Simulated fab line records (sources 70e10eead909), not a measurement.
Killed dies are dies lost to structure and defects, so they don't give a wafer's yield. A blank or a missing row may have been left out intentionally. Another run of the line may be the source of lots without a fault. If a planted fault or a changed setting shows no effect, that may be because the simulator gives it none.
Chamber matching :: flow nand_harc :: 4 sister chambers for NHARC_A_STAIRCASE_CMP_472 on cmp-01
The step polishes SiO2. 8 wafers are shown with their chamber, then 9 later ones without.

## EACH WAFER AND ITS CHAMBER
wafer: L075.1
chamber: 1
motor_current_A (A): 12.0
retaining_ring_pressure_frac: 1.002

wafer: L075.4
chamber: 0
motor_current_A (A): 15.7
retaining_ring_pressure_frac: 0.998

wafer: L077.1
chamber: 0
motor_current_A (A): 15.3
retaining_ring_pressure_frac: 1.001

wafer: L078.3
chamber: 1
motor_current_A (A): 11.9
retaining_ring_pressure_frac: 1.000

wafer: L088.5
chamber: 2
motor_current_A (A): 11.2
retaining_ring_pressure_frac: 1.005

wafer: L086.1
chamber: 3
motor_current_A (A): 11.4
retaining_ring_pressure_frac: 1.001

wafer: L086.5
chamber: 2
motor_current_A (A): 11.6
retaining_ring_pressure_frac: 1.006

wafer: L086.6
chamber: 3
motor_current_A (A): 11.2
retaining_ring_pressure_frac: 1.000

## WAFERS WITHOUT THEIR CHAMBER
wafer: L093.4
motor_current_A (A): 15.0
retaining_ring_pressure_frac: 1.008

wafer: L093.5
motor_current_A (A): 14.7
retaining_ring_pressure_frac: 1.005

wafer: L093.6
motor_current_A (A): 11.0
retaining_ring_pressure_frac: 0.994

wafer: L092.2
motor_current_A (A): 11.5
retaining_ring_pressure_frac: 0.996

wafer: L092.4
motor_current_A (A): 10.7
retaining_ring_pressure_frac: 1.011

wafer: L092.5
motor_current_A (A): 12.2
retaining_ring_pressure_frac: 1.003

wafer: L094.3
motor_current_A (A): 11.3
retaining_ring_pressure_frac: 0.995

wafer: L094.4
motor_current_A (A): 10.9
retaining_ring_pressure_frac: 0.999

wafer: L094.5
motor_current_A (A): 15.2
retaining_ring_pressure_frac: 1.003

## THE CHAMBER EACH PASSED THROUGH
wafer: L093.4
from the rows above: 0
in truth: 0

wafer: L093.5
from the rows above: 0
in truth: 0

wafer: L093.6
from the rows above: can't be placed: 3 or 1
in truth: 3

wafer: L092.2
from the rows above: can't be placed: 3 or 1
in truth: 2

wafer: L092.4
from the rows above: 2
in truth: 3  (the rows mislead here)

wafer: L092.5
from the rows above: 1
in truth: 1

wafer: L094.3
from the rows above: can't be placed: 3 or 1
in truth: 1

wafer: L094.4
from the rows above: 3
in truth: 3

wafer: L094.5
from the rows above: 0
in truth: 0
Placed correctly: 5 of 9. These rows do not allow placing 3 (true chamber among the candidates in 2). Wrongly placed: 1.
How it was worked out, from the rows above alone: a wafer's distance from a chamber is the root of the sum, over the readings, of the square of ((its reading less the chamber's mean) divided by the reading's scatter). If the next closest chamber is less than 2 further off than the closest, the wafer can't be placed; otherwise it belongs to the closest. The mean given for a chamber averages the wafers shown for that chamber. The scatter: the root of (the sum of the squares of (reading less its chamber's mean) over the shown wafers, divided by (wafers less chambers)).
